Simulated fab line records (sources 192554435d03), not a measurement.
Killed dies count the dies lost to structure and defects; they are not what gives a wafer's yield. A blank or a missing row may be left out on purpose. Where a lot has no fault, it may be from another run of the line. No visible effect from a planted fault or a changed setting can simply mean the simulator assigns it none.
Code-filled problem report in 8D (eight disciplines) form    flow n5 finfet    the parts of the form that need people (team, actions taken, sign-off) are left out

== 1. PROBLEM STATEMENT ==
Mean of spin speed rpm at N5_BEOL_M8_COAT_22: 1414.2 rpm across 6 wafers in 2 lots; on wafers with no fault it is 1500.1 rpm (standard deviation 0.96). Measured from the usual mean, that is -89 standard deviations.
The step: resist thk 30 nm.
Earliest sighting: wafer L748.2 on litho track-03 at day 14 16:08. The record has a number at this step for 30 wafers belonging to 10 lots. The rule behind "out" and "out of limits": a value lying over 4 standard deviations away from the usual mean. Any other wafer with a number is counted as sound.

== 2. WHAT IT IS, AND WHAT IT ISN'T ==
question                     is                      is not
which readings at this step  spin speed rpm          resist line temp C
which lots                   L748, L751              L728, L730, L731, L732, L734, L738, L740, L744
which wafers of those lots   all that have a number  -
read on which tools          litho track-03          litho track-01, litho track-05
when                         from day 14 16:08       up to then (24 sound wafers)

== 3. WHAT RULES OUT EACH SUSPECT ==
Counting: a tool at any process step up to the reading remains a suspect when it ran all the lots that are out and ran no sound lot after the first of those.
- rie metal-02 at N5_BEOL_M8_HM_OPEN_17 (chemistry Cl2/BCl3, target TiN, target depth 20 nm, overetch 6 nm): kept. It processed each lot that is out, first L748 at day 14 15:47, and no sound lot thereafter; up to then, the last sound lot it processed was L734 at day 10 13:02.
- litho track-03 at N5_BEOL_M8_COAT_22 (resist thk 30 nm): kept. It processed each lot that is out, first L748 at day 14 16:08, and no sound lot thereafter; up to then, the last sound lot it processed was L738 at day 11 09:21. Its own readings are out on those wafers: spin speed rpm.
After counting, rie metal-02 at N5_BEOL_M8_HM_OPEN_17 and litho track-03 at N5_BEOL_M8_COAT_22 remain.

== 4. THE CAUSE (what the simulator had put in) ==
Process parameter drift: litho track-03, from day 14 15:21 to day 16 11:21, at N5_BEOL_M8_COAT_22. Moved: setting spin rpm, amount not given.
After counting, 2 suspects remain, this tool included.

== 5. SEQUENCE OF EFFECTS, ordered by route ==
Each row: a reading where the mean over the struck wafers with a number is more than 3 standard deviations away from the usual. Scope: only readings with a usual standard deviation given in the record; hours: median across lots of the time from each lot's start at the first step in this table that gives one to its start at this step; sigmas: change in usual standard deviations.
hours  step                reading         usual       on struck wafers  change  sigmas
0      N5_BEOL_M8_COAT_22  spin speed rpm  1500.1 rpm  1414.2            -85.9   -89
It contains these process steps:
- N5_BEOL_M8_COAT_22: resist thk 30 nm.

== 6. HOW IT WOULD HAVE BEEN CAUGHT EARLIER ==
In this record the first reading out of limits was taken at day 14 16:08, 1 hour after the fault began at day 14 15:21.
